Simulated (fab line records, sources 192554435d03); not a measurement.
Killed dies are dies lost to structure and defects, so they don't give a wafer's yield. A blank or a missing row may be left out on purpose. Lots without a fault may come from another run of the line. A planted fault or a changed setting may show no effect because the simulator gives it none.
fab line records | flow n5_finfet
record lots=7 wafers=21
route steps=1938 shown BEOL_M7@1293 BEOL_M8@1342 BEOL_M9@1446
start_h: hours from the record's first day to the start of the lot's first wafer shown | wait_h: hours since the lot's step before | " the same as in the row above | L1.1+2: a row that stands for several wafers | - no value, or no start given | * or withheld: withheld | < > ~ a bound
route shown NAME@n: a module of which the file shows steps, and the number in the route of the first | usual: mean/standard deviation of fault-free wafers | same: alike in all rows | chamber/n: place in a boat | sites: the reading at each site | _std_site: their standard deviation | _edge_site: outer sites' mean less inner sites' | radius_mm: how far each site lies from the wafer's centre | mask NAME#n: copy n | behind: the tool/chamber that last shaped the wafer | hold: why the lot was held/for how many hours/how that ended | device: the transistor (n, p or np) that didn't switch | end of line: the same wafers' tests at the end of the route | a step without rows: its recipe alone | killed: dies lost to structure and defects at the first sort, not the wafer's yield | map: a wafer's dies, x killed, . not, _ none there
set.NAME: the setting as run; set.NAME@STEP: as run at that earlier step | model.NAME: the simulator's own value behind a step, which no gauge read
lots whose settings were changed on purpose; a table a step, a row a wafer
## steps
# step N5_BEOL_M7_EXPOSE_25
# recipe mask_id=V6 na=0.33 source_shape=annular sigma_inner=0.4 sigma_outer=0.8 polarization=unpolarized target_cd_nm=40 dose_mj=42.5
# columns lot.wafer tool chamber start_h wait_h mask set.dose_mj
L086.3 euv_scanner-01 0 266.59 - V6#0 43.58
L086.4+6 " 0 " " V6#0 42.5
L087.1+3 euv_scanner-02 0 272.97 - V6#0 44.71
L087.6 " 0 " " V6#0 42.5
L088.3+4 euv_scanner-01 0 273.60 - V6#0 44.13
L088.5 " 0 " " V6#0 42.5
L090.1 euv_scanner-02 0 297.40 - V6#0 44.01
L090.5+6 " 0 " " V6#0 42.5
L093.2+5 euv_scanner-01 0 317.50 - V6#0 40.24
L093.4 " 0 " " V6#0 42.5
L096.1+2 euv_scanner-01 0 324.11 - V6#0 42.5
L096.6 " 0 " " V6#0 44.11
L097.4+5+6 euv_scanner-02 0 343.28 - V6#0 42.5
# step N5_BEOL_M7_PEB_26
# recipe peb_temp_c=100 peb_time_s=60 resist=CAR-EUV
# step N5_BEOL_M7_DEVELOP_27
# recipe develop_time_s=30 developer=TMAH resist=CAR-EUV rinse_liquid=surfactant_rinse dry=air_spin dev_temp_c=23
# step N5_BEOL_M7_CD_MEAS_28
# recipe target_cd_nm=40 landing_energy_ev=500 detector=se_inlens
# usual cd_nm=40.05/0.25
# columns lot.wafer tool chamber start_h wait_h set.dose_mj@BEOL_M7_EXPOSE_25 cd_nm
L086.3 cd_sem-02 0 266.71 - 43.58 40.52
L086.4 " 0 " " 42.5 40.16
L086.6 " 0 " " 42.5 39.99
L087.1 cd_sem-03 0 273.10 - 44.71 41.30
L087.3 " 0 " " 44.71 41.04
L087.6 " 0 " " 42.5 39.91
L088.3 cd_sem-02 0 273.72 - 44.13 41.09
L088.4 " 0 " " 44.13 40.35
L088.5 " 0 " " 42.5 39.65
L090.1 cd_sem-02 0 297.53 - 44.01 40.92
L090.5 " 0 " " 42.5 40.16
L090.6 " 0 " " 42.5 39.96
L093.2 cd_sem-01 0 317.63 - 40.24 38.97
L093.4 " 0 " " 42.5 40.49
L093.5 " 0 " " 40.24 39.27
L096.1 cd_sem-01 0 324.24 - 42.5 40.66
L096.2 " 0 " " 42.5 40.71
L096.6 " 0 " " 44.11 41.14
L097.4 cd_sem-02 0 343.39 - 42.5 40.15
L097.5 " 0 " " 42.5 40.17
L097.6 " 0 " " 42.5 40.04
# step N5_BEOL_M7_DESCUM_33
# recipe chemistry=O2 time_s=7 source_power_w=50 bias_power_w=20 pressure_mtorr=20 rf_frequency_hz=2.712e+07 temp_c=40 resist=CAR-EUV o2_flow_sccm=225
# columns lot.wafer tool chamber start_h wait_h set.dose_mj@BEOL_M7_EXPOSE_25 model.BEOL_M7.cd_nm
L086.3 rie_diel-02 3 266.83 0.0 43.58 40.6
L086.4+6 " 1 " " 42.5 40.2
L087.1 rie_diel-02 0 273.62 0.4 44.71 41.2
L087.3 " 3 " " 44.71 40.8
L087.6 " 2 " " 42.5 40
L088.3 rie_diel-04 1 274.03 0.2 44.13 40.8
L088.4 " 3 " " 44.13 40.4
L088.5 " 1 " " 42.5 39.8
L090.1 rie_diel-02 1 298.32 0.7 44.01 41
L090.5 " 0 " " 42.5 40.2
L090.6 " 1 " " 42.5 40
L093.2 rie_diel-04 2 317.87 0.2 40.24 39
L093.4 " 0 " " 42.5 40.2
L093.5 " 1 " " 40.24 39.2
L096.1+2 rie_diel-04 2,0 324.36 0.0 42.5 40.2
L096.6 " 2 " " 44.11 40.6
L097.4+5+6 rie_diel-05 1,2,1 343.83 0.3 42.5 40
# step N5_BEOL_M7_ETCH_72
# recipe chemistry=N2/H2 target=underlayer target_depth_a=65 mask_material=CAR-EUV time_s=5.2 ion_energy_ev=200 pressure_mtorr=30 source_w=840 bias_w=150 n2_flow_sccm=200 h2_flow_sccm=200 ends=cleared
# columns lot.wafer tool chamber start_h wait_h set.spin_rpm@BEOL_M7_COAT_71 set.dose_mj@BEOL_M7_EXPOSE_25 model.BEOL_M7.cd_nm model.etch.depth_nm
L086.3 rie_diel-02 3 266.87 0.0 1500 43.58 40.6 4.989
L086.4 " 1 " " 1500 42.5 40.2 4.996
L086.6 " 1 " " 1500 42.5 40.2 4.994
L087.1 rie_diel-02 0 273.65 0.0 1556 44.71 41.2 4.918
L087.3 " 3 " " 1500 44.71 40.8 4.995
L087.6 " 2 " " 1556 42.5 40 4.917
L088.3 rie_diel-04 1 274.07 0.0 1500 44.13 40.8 4.977
L088.4 " 3 " " 1542 44.13 40.4 4.898
L088.5 " 1 " " 1542 42.5 39.8 4.915
L090.1 rie_diel-02 1 298.35 0.0 1500 44.01 41 5.001
L090.5 " 0 " " 1443 42.5 40 5.106
L090.6 " 1 " " 1500 42.5 40.2 5.008
L093.2 rie_diel-04 2 317.90 0.0 1500 40.24 39 4.985
L093.4 " 0 " " 1549 42.5 40.2 4.894
L093.5 " 1 " " 1549 40.24 39 4.904
L096.1 rie_diel-04 2 324.40 0.0 1500 42.5 40.2 5.014
L096.2 " 0 " " 1404 42.5 40.2 5.192
L096.6 " 2 " " 1404 44.11 40.6 5.179
L097.4 rie_diel-05 1 343.87 0.0 1500 42.5 40 4.988
L097.5 " 2 " " 1500 42.5 40 4.996
L097.6 " 1 " " 1500 42.5 40 4.98
# step N5_BEOL_M7_ETCH_65
# recipe chemistry=CF4 target=SiARC target_depth_a=156 mask_material=CAR-EUV time_s=26 ion_energy_ev=80 pressure_mtorr=40 source_w=545 bias_w=36 Ar_flow_sccm=100 cf4_flow_sccm=100 ends=cleared
# step N5_BEOL_M7_ETCH_66
# recipe chemistry=N2/H2 target=SOC target_depth_a=800 overetch_a=160 mask_material=SiARC temp_c=40 time_s=120 ion_energy_ev=200 pressure_mtorr=30 source_w=840 bias_w=150 n2_flow_sccm=200 h2_flow_sccm=200
# step N5_BEOL_M7_STRIP_76
# recipe chemistry=C4F6/O2 resist=SiARC rf_frequency_hz=6e+07
# step N5_BEOL_M7_STRIP_36
# recipe chemistry=N2/H2 power_w=450 temp_c=40 pressure_mtorr=20 rf_frequency_hz=6e+07 overash_fraction=0.3 bias_power_w=7 h2_frac=0.5 n2_flow_sccm=200 h2_flow_sccm=200
# step N5_BEOL_M7_TRENCH_ETCH_37
# recipe chemistry=C4F6/O2 target_depth_a=934.78 target=SiCOH_lowk time_s=31.2 ion_energy_ev=250 pressure_mtorr=30 source_w=345 bias_w=185 Ar_flow_sccm=300 C4F6_flow_sccm=10 O2_flow_sccm=10
# columns lot.wafer tool chamber start_h wait_h set.target_thk_a@BEOL_M7_HM_DEP_02 model.TiN_of_BEOL_M7_HM_DEP_02.thk_nm
L086.3 rie_diel-02 3 - - 200 17.2
L086.4 " 1 " " 200 16.8
L086.6 " 1 " " 200 17.4
L087.1 rie_diel-02 0 - - 200 17
L087.3+6 " 3,2 " " 200 17.2
L088.3 rie_diel-04 1 - - 200 17
L088.4+5 " 3,1 " " 200 17.4
L090.1 rie_diel-02 1 - - 218.6 19.4
L090.5 " 0 " " 200 17.4
L090.6 " 1 " " 218.6 19.2
L093.2 rie_diel-04 2 - - 211.4 18
L093.4 " 0 " " 200 17
L093.5 " 1 " " 200 17.2
L096.1+2 rie_diel-04 2,0 - - 215 19.2
L096.6 " 2 " " 200 17.6
L097.4+6 rie_diel-05 1 - - 200 17.4
L097.5 " 2 " " 200 17.2
# step N5_BEOL_M7_ETCH_41
# recipe chemistry=CH3F/O2 target=SiCN target_depth_a=319 taper_deg=2 time_s=57.8 ion_energy_ev=120 mask_material=TiN pressure_mtorr=30 source_w=395 bias_w=75 Ar_flow_sccm=150 CH3F_flow_sccm=30 O2_flow_sccm=20
# step N5_BEOL_M7_STRIP_80
# recipe chemistry=N2/H2 time_s=10 power_w=450 temp_c=40 pressure_mtorr=20 rf_frequency_hz=6e+07 bias_power_w=7 n2_flow_sccm=200 h2_flow_sccm=200
# step N5_BEOL_M7_PRECLEAN_42
# recipe chemistry=residue_remover time_s=60 temp_c=40
# step N5_BEOL_M7_SRD_43
# recipe time_s=30 temp_c=23 rinse_liquid=diw dry=ipa_marangoni
# step N5_BEOL_M7_CD_MEAS_35
# recipe target_cd_nm=40 polarity=opening
# usual cd_nm=40.4/0.62
# columns lot.wafer tool chamber start_h wait_h set.dose_mj@BEOL_M7_EXPOSE_08 cd_nm
L086.3 cd_sem-02 - 267.42 0.0 68.25 39.6
L086.4 " - " " 68.25 39.8
L086.6 " - " " 68.25 40.1
L087.1 cd_sem-01 - 274.20 0.0 68.25 40.8
L087.3 " - " " 68.25 40.3
L087.6 " - " " 68.25 41.0
L088.3 cd_sem-02 - 274.62 0.0 68.25 40.0
L088.4 " - " " 68.25 40.5
L088.5 " - " " 63.36 37.0
L090.1 cd_sem-01 - 298.91 0.0 68.25 40.2
L090.5 " - " " 68.25 40.2
L090.6 " - " " 68.25 40.2
L093.2 cd_sem-02 - 318.45 0.0 64.49 37.4
L093.4 " - " " 64.49 38.3
L093.5 " - " " 68.25 39.5
L096.1 cd_sem-02 - 324.95 0.0 70.03 41.9
L096.2 " - " " 70.03 41.3
L096.6 " - " " 70.03 40.9
L097.4 cd_sem-01 - 344.59 0.0 68.25 40.6
L097.5 " - " " 68.25 41.6
L097.6 " - " " 68.25 40.3
# step N5_BEOL_M8_EXPOSE_08
# recipe mask_id=M8 na=1.35 source_shape=dipole sigma_inner=0.817 sigma_outer=0.97 polarization=te dose_mj=68.25
# columns lot.wafer tool chamber start_h wait_h mask set.dose_mj
L086.3+6 arfi_scanner-01 0 274.11 - M8#0 63.47
L086.4 " 0 " " M8#0 68.25
L087.1 arfi_scanner-01 0 279.92 - M8#0 65.09
L087.3+6 " 0 " " M8#0 68.25
L088.3+4+5 arfi_scanner-02 0 280.16 - M8#0 68.25
L090.1 arfi_scanner-01 0 303.69 - M8#0 70.71
L090.5+6 " 0 " " M8#0 68.25
L093.2+4+5 arfi_scanner-01 0 325.46 - M8#0 68.25
L096.1+2 arfi_scanner-03 0 328.70 - M8#0 66.57
L096.6 " 0 " " M8#0 68.25
L097.4+5+6 arfi_scanner-01 0 353.28 - M8#0 68.25
# step N5_BEOL_M8_PEB_09
# recipe peb_temp_c=withheld peb_time_s=60 resist=CAR-ArF
# step N5_BEOL_M8_DEVELOP_10
# recipe develop_time_s=30 developer=TMAH resist=CAR-ArF rinse_liquid=diw dry=air_spin dev_temp_c=23
# step N5_BEOL_M8_CD_MEAS_11
# recipe target_cd_nm=38.5 landing_energy_ev=500 detector=se_inlens polarity=opening
# usual cd_nm=38.6/0.44
# columns lot.wafer tool chamber start_h wait_h set.dose_mj@BEOL_M8_EXPOSE_08 cd_nm
L086.3 cd_sem-01 0 274.23 - 63.47 35.1
L086.4 " 0 " " 68.25 38.8
L086.6 " 0 " " 63.47 34.9
L087.1 cd_sem-02 0 280.05 - 65.09 36.6
L087.3 " 0 " " 68.25 38.5
L087.6 " 0 " " 68.25 38.4
L088.3 cd_sem-02 0 280.28 - 68.25 38.9
L088.4 " 0 " " 68.25 38.7
L088.5 " 0 " " 68.25 38.6
L090.1 cd_sem-03 0 303.82 - 70.71 39.9
L090.5 " 0 " " 68.25 38.3
L090.6 " 0 " " 68.25 37.8
L093.2 cd_sem-01 0 325.59 - 68.25 38.0
L093.4 " 0 " " 68.25 38.2
L093.5 " 0 " " 68.25 38.0
L096.1 cd_sem-02 0 328.82 - 66.57 38.0
L096.2 " 0 " " 66.57 38.2
L096.6 " 0 " " 68.25 38.6
L097.4 cd_sem-03 0 353.39 - 68.25 38.6
L097.5 " 0 " " 68.25 38.2
L097.6 " 0 " " 68.25 38.4
# step N5_BEOL_M8_DESCUM_16
# recipe chemistry=O2 time_s=7.9 source_power_w=50 bias_power_w=20 pressure_mtorr=20 rf_frequency_hz=2.712e+07 temp_c=40 resist=CAR-ArF o2_flow_sccm=225
# columns lot.wafer tool chamber start_h wait_h set.time_s model.CAR-ArF_of_BEOL_M8_COAT_05.thk_nm
L086.3+6 rie_diel-03 3,0 274.44 0.2 7.9 83
L086.4 " 2 " " 7.9 83.2
L087.1 rie_diel-01 3 280.14 0.0 7.9 83.2
L087.3+6 " 0,3 " " 7.9 83
L088.3 rie_diel-06 1 280.49 0.2 7.9 83
L088.4 " 2 " " 8.369 82.6
L088.5 " 2 " " 7.9 83.2
L090.1+5 rie_diel-01 2,0 303.91 0.0 7.9 83.2
L090.6 " 3 " " 8.498 82.8
L093.2 rie_diel-03 2 325.67 0.0 6.677 83.8
L093.4 " 3 " " 6.677 84
L093.5 " 0 " " 7.9 83.4
L096.1 rie_diel-01 0 328.91 0.0 7.9 83.2
L096.2 " 2 " " 9.296 82
L096.6 " 0 " " 9.296 82.4
L097.4+5 rie_diel-06 0,1 353.55 0.1 7.9 83
L097.6 " 2 " " 7.9 82.8
# step N5_BEOL_M8_ETCH_61
# recipe chemistry=CF4 target=SiARC target_depth_a=455 mask_material=CAR-ArF time_s=75.8 ion_energy_ev=80 pressure_mtorr=40 source_w=545 bias_w=36 Ar_flow_sccm=100 cf4_flow_sccm=100 ends=cleared
# columns lot.wafer tool chamber start_h wait_h set.dose_mj@BEOL_M8_EXPOSE_08 model.BEOL_M8.cd_offset_nm
L086.3 rie_diel-03 3 274.48 0.0 63.47 -3.2
L086.4 " 2 " " 68.25 0.4
L086.6 " 0 " " 63.47 -3
L087.1 rie_diel-01 3 280.18 0.0 65.09 -2.2
L087.3 " 0 " " 68.25 0
L087.6 " 3 " " 68.25 -0.2
L088.3 rie_diel-06 1 280.52 0.0 68.25 0.4
L088.4 " 2 " " 68.25 0.8
L088.5 " 2 " " 68.25 0.6
L090.1 rie_diel-01 2 303.95 0.0 70.71 1.4
L090.5 " 0 " " 68.25 -0.2
L090.6 " 3 " " 68.25 -0.6
L093.2 rie_diel-03 2 325.71 0.0 68.25 -0.6
L093.4 " 3 " " 68.25 -0.2
L093.5 " 0 " " 68.25 -0.4
L096.1 rie_diel-01 0 328.95 0.0 66.57 -0.8
L096.2 " 2 " " 66.57 -0.6
L096.6 " 0 " " 68.25 0.2
L097.4+6 rie_diel-06 0,2 353.59 0.0 68.25 0
L097.5 " 1 " " 68.25 -0.4
# step N5_BEOL_M8_ETCH_62
# recipe chemistry=N2/H2 target=SOC target_depth_a=1100 overetch_a=220 mask_material=SiARC temp_c=40 time_s=165 ion_energy_ev=200 pressure_mtorr=30 source_w=840 bias_w=150 n2_flow_sccm=200 h2_flow_sccm=200
# columns lot.wafer tool chamber start_h wait_h set.dose_mj@BEOL_M8_EXPOSE_08 model.BEOL_M8.cd_offset_nm
L086.3 rie_diel-03 3 274.53 0.0 63.47 -3.2
L086.4 " 2 " " 68.25 0.4
L086.6 " 0 " " 63.47 -3.6
L087.1 rie_diel-01 3 280.23 0.0 65.09 -2.2
L087.3 " 0 " " 68.25 0
L087.6 " 3 " " 68.25 -0.4
L088.3 rie_diel-06 1 280.58 0.0 68.25 0.8
L088.4+5 " 2 " " 68.25 0.6
L090.1 rie_diel-01 2 304.00 0.0 70.71 1.6
L090.5 " 0 " " 68.25 0
L090.6 " 3 " " 68.25 -0.6
L093.2 rie_diel-03 2 325.76 0.0 68.25 -0.2
L093.4 " 3 " " 68.25 0.2
L093.5 " 0 " " 68.25 -0.4
L096.1 rie_diel-01 0 329.00 0.0 66.57 -0.2
L096.2 " 2 " " 66.57 -0.4
L096.6 " 0 " " 68.25 0.8
L097.4 rie_diel-06 0 353.69 0.1 68.25 0
L097.5 " 1 " " 68.25 -0.2
L097.6 " 2 " " 68.25 0.4
# step N5_BEOL_M8_STRIP_68
# recipe chemistry=N2/H2 temp_c=40 n2_flow_sccm=200 h2_flow_sccm=200 rf_frequency_hz=6e+07
# step N5_BEOL_M8_STRIP_67
# recipe chemistry=CF4 resist=SiARC power_w=300 bias_power_w=75 pressure_mtorr=50 cf4_flow_sccm=150 rf_frequency_hz=6e+07
# step N5_BEOL_M8_HM_OPEN_17
# recipe chemistry=Cl2/BCl3 target_depth_a=200 overetch_a=60 target=TiN mask_material=SOC ion_energy_ev=150 pressure_mtorr=10 icp_w=1000 bias_w=126 Cl2_flow_sccm=53.25 bcl3_flow_sccm=21.75 Ar_flow_sccm=25
# step N5_BEOL_M8_STRIP_19
# recipe chemistry=O2 power_w=400 temp_c=40 pressure_mtorr=30 rf_frequency_hz=6e+07 bias_power_w=0 overash_fraction=0.2 o2_flow_sccm=225
# step N5_BEOL_M8_CD_MEAS_18
# recipe pitch_nm=80 target_cd_nm=40
# usual cd_nm=40.2/0.51
# columns lot.wafer tool chamber start_h wait_h set.dose_mj@BEOL_M8_EXPOSE_08 cd_nm
L086.3 cd_sem-01 - 274.90 0.1 63.47 36.6
L086.4 " - " " 68.25 40.1
L086.6 " - " " 63.47 36.5
L087.1 cd_sem-01 - 280.63 0.0 65.09 38.1
L087.3 " - " " 68.25 39.8
L087.6 " - " " 68.25 39.5
L088.3 cd_sem-03 - 280.99 0.1 68.25 40.7
L088.4 " - " " 68.25 40.5
L088.5 " - " " 68.25 40.6
L090.1 cd_sem-01 - 304.37 0.0 70.71 41.9
L090.5 " - " " 68.25 40.2
L090.6 " - " " 68.25 39.3
L093.2 cd_sem-01 - 326.15 0.1 68.25 40.0
L093.4 " - " " 68.25 40.0
L093.5 " - " " 68.25 39.5
L096.1 cd_sem-02 - 329.44 0.0 66.57 39.8
L096.2 " - " " 66.57 39.4
L096.6 " - " " 68.25 40.7
L097.4 cd_sem-03 - 354.08 0.0 68.25 39.7
L097.5 " - " " 68.25 39.6
L097.6 " - " " 68.25 40.2
# step N5_BEOL_M8_COAT_63
# recipe resist=SOC temp_c=250 time_s=60 spin_rpm=1500 resist_thk_nm=60
# step N5_BEOL_M8_COAT_64
# recipe resist=SiARC temp_c=220 time_s=60 spin_rpm=1500 resist_thk_nm=12
# step N5_BEOL_M8_PRECLEAN_42
# recipe chemistry=residue_remover time_s=60 temp_c=40
# step N5_BEOL_M8_SRD_43
# recipe time_s=30 temp_c=23 rinse_liquid=diw dry=ipa_marangoni
# step N5_BEOL_M8_CD_MEAS_35
# recipe target_cd_nm=40 polarity=opening
# usual cd_nm=40.2/0.59
# columns lot.wafer tool chamber start_h wait_h set.dose_mj@BEOL_M8_EXPOSE_08 cd_nm
L086.3 cd_sem-03 - 275.93 0.0 63.47 36.7
L086.4 " - " " 68.25 40.2
L086.6 " - " " 63.47 36.8
L087.1 cd_sem-02 - 281.85 0.0 65.09 38.0
L087.3 " - " " 68.25 40.1
L087.6 " - " " 68.25 39.5
L088.3 cd_sem-01 - 285.05 0.0 68.25 41.2
L088.4 " - " " 68.25 40.5
L088.5 " - " " 68.25 40.4
L090.1 cd_sem-02 - 307.79 0.0 70.71 41.7
L090.5 " - " " 68.25 39.9
L090.6 " - " " 68.25 38.8
L093.2 cd_sem-01 - 327.29 0.0 68.25 39.7
L093.4 " - " " 68.25 40.2
L093.5 " - " " 68.25 39.7
L096.1 cd_sem-02 - 331.79 0.0 66.57 40.2
L096.2 " - " " 66.57 39.5
L096.6 " - " " 68.25 41.3
L097.4 cd_sem-03 - 357.53 0.0 68.25 39.6
L097.5 " - " " 68.25 39.6
L097.6 " - " " 68.25 40.3
# step N5_BEOL_M9_TRENCH_ETCH_37
# recipe chemistry=C4F6/O2 target_depth_a=1514.3 target=SiCOH_lowk time_s=49 ion_energy_ev=250 pressure_mtorr=30 source_w=345 bias_w=185 Ar_flow_sccm=300 C4F6_flow_sccm=10 O2_flow_sccm=10
# usual rf_vpp_V=660/8.6
# columns lot.wafer tool chamber start_h wait_h set.source_w rf_vpp_V
L086.3 rie_diel-05 2 - - 384.1 614
L086.4 " 3 " " 384.1 633
L086.6 " 2 " " 345 648
L087.1 rie_diel-04 1 - - 394.5 622
L087.3 " 0 " " 345 670
L087.6 " 3 " " 394.5 602
L088.3 rie_diel-02 3 - - 345 661
L088.4 " 0 " " 345 666
L088.5 " 3 " " 345 660
L090.1 rie_diel-02 3 - - 317.5 690
L090.5 " 3 " " 317.5 689
L090.6 " 0 " " 345 665
L093.2 rie_diel-02 0 - - 345 665
L093.4 " 3 " " 345 660
L093.5 " 3 " " 386.2 623
L096.1 rie_diel-05 3 - - 345 667
L096.2 " 1 " " 306.2 685
L096.6 " 2 " " 345 647
L097.4 rie_diel-02 3 - - 345 661
L097.5 " 1 " " 345 668
L097.6 " 2 " " 345 654
## key
split step=N5_BEOL_M7_EXPOSE_25 setting=dose_mj stated=42.5 by=wafer
response step=N5_BEOL_M7_CD_MEAS_28 reading=cd_nm change=+0.231 per=1% r=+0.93
response step=N5_BEOL_M7_DESCUM_33 reading=model.BEOL_M7.cd_nm change=+0.192 per=1% r=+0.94
response step=N5_BEOL_M7_ETCH_72 reading=model.BEOL_M7.cd_nm change=+0.197 per=1% r=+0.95
split step=N5_BEOL_M8_EXPOSE_08 setting=dose_mj stated=68.25 by=wafer
response step=N5_BEOL_M8_CD_MEAS_11 reading=cd_nm change=+0.485 per=1% r=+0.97
response step=N5_BEOL_M8_ETCH_61 reading=model.BEOL_M8.cd_offset_nm change=+0.48 per=1% r=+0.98
response step=N5_BEOL_M8_ETCH_62 reading=model.BEOL_M8.cd_offset_nm change=+0.507 per=1% r=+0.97
response step=N5_BEOL_M8_CD_MEAS_18 reading=cd_nm change=+0.475 per=1% r=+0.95
response step=N5_BEOL_M8_CD_MEAS_35 reading=cd_nm change=+0.498 per=1% r=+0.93
split step=N5_BEOL_M8_DESCUM_16 setting=time_s stated=7.9 by=wafer
response step=N5_BEOL_M8_DESCUM_16 reading=model.CAR-ArF_of_BEOL_M8_COAT_05.thk_nm change=-0.0487 per=1% r=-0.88
split step=N5_BEOL_M9_TRENCH_ETCH_37 setting=source_w stated=345 by=wafer
response step=N5_BEOL_M9_TRENCH_ETCH_37 reading=rf_vpp_V change=-3.13 per=1% r=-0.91
split outside_this_file step=N5_BEOL_M7_HM_DEP_02 setting=target_thk_a
split outside_this_file step=N5_BEOL_M7_EXPOSE_08 setting=dose_mj
split outside_this_file step=N5_BEOL_M7_COAT_71 setting=spin_rpm
# split outside_this_file: this setting was split too, and the file shows its column; the key of that split is in another file
